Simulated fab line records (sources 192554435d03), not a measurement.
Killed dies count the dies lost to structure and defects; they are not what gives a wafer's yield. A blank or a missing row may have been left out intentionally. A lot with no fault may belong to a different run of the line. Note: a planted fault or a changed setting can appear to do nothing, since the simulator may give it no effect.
Chamber matching ; flow n5 finfet ; N5_BEOL_M0_SAQP_ETCH_88 on rie diel-03 has 4 sister chambers
The step etches underlayer in N2/H2, target depth 6.5 nm, time 5.2 s. 16 wafers are shown with their chamber, then 8 later ones without.

## WAFERS, EACH WITH ITS CHAMBER
wafer;chamber;showerhead plenum p Torr (Torr);throttle valve pct (%);drypump motor current A (A)
L075.3;2;2.65;17.64;5.2
L075.4;2;2.65;17.67;5.2
L075.5;0;2.61;17.84;5.4
L079.1;0;2.61;17.88;5.4
L079.4;3;2.36;17.64;5.2
L079.6;2;2.65;17.67;5.2
L080.1;0;2.61;17.86;5.4
L080.3;2;2.65;17.69;5.2
L080.6;3;2.36;17.64;5.2
L084.3;2;2.65;17.71;5.1
L084.5;2;2.65;17.71;5.1
L084.6;1;2.64;17.71;5.5
L089.2;1;2.63;17.74;5.4
L089.3;0;2.60;17.88;5.4
L089.6;2;2.64;17.73;5.2
L091.4;2;2.64;17.71;5.1

SIGNATURES, as means of the wafers listed above
reading;chamber 0;chamber 1;chamber 2;chamber 3;scatter within a chamber
showerhead plenum p Torr;2.6075;2.6350;2.6475;2.3600;0.00479
throttle valve pct;17.8650;17.7250;17.6913;17.6400;0.0252
drypump motor current A;5.400;5.450;5.162;5.200;0.0445
Rule: distance of a wafer from a chamber = root of the sum over the readings of ((wafer's reading minus chamber's mean) / reading's scatter) squared. The wafer belongs to the nearest chamber; if the next one is less than 2 further off, it can't be placed. The scatter: the root of (the sum of the squares of (reading less its chamber's mean) over the shown wafers, divided by (wafers less chambers)).

## WAFERS WITHOUT THEIR CHAMBER
wafer;showerhead plenum p Torr (Torr);throttle valve pct (%);drypump motor current A (A)
L091.5;2.64;17.72;5.2
L091.6;2.63;17.73;5.5
L095.1;2.63;17.74;5.5
L095.3;2.35;17.72;5.2
L095.4;2.64;17.74;5.2
L096.2;2.60;17.89;5.4
L096.3;2.64;17.73;5.1
L096.6;2.35;17.72;5.2

## THE CHAMBER EACH PASSED THROUGH
wafer;from the rows above;in truth
L091.5;2;2
L091.6;1;1
L095.1;1;1
L095.3;3;3
L095.4;2;2
L096.2;0;0
L096.3;2;2
L096.6;3;3
Placed correctly: 8 of 8. Not placeable from these rows: 0. Number placed wrongly: 0.
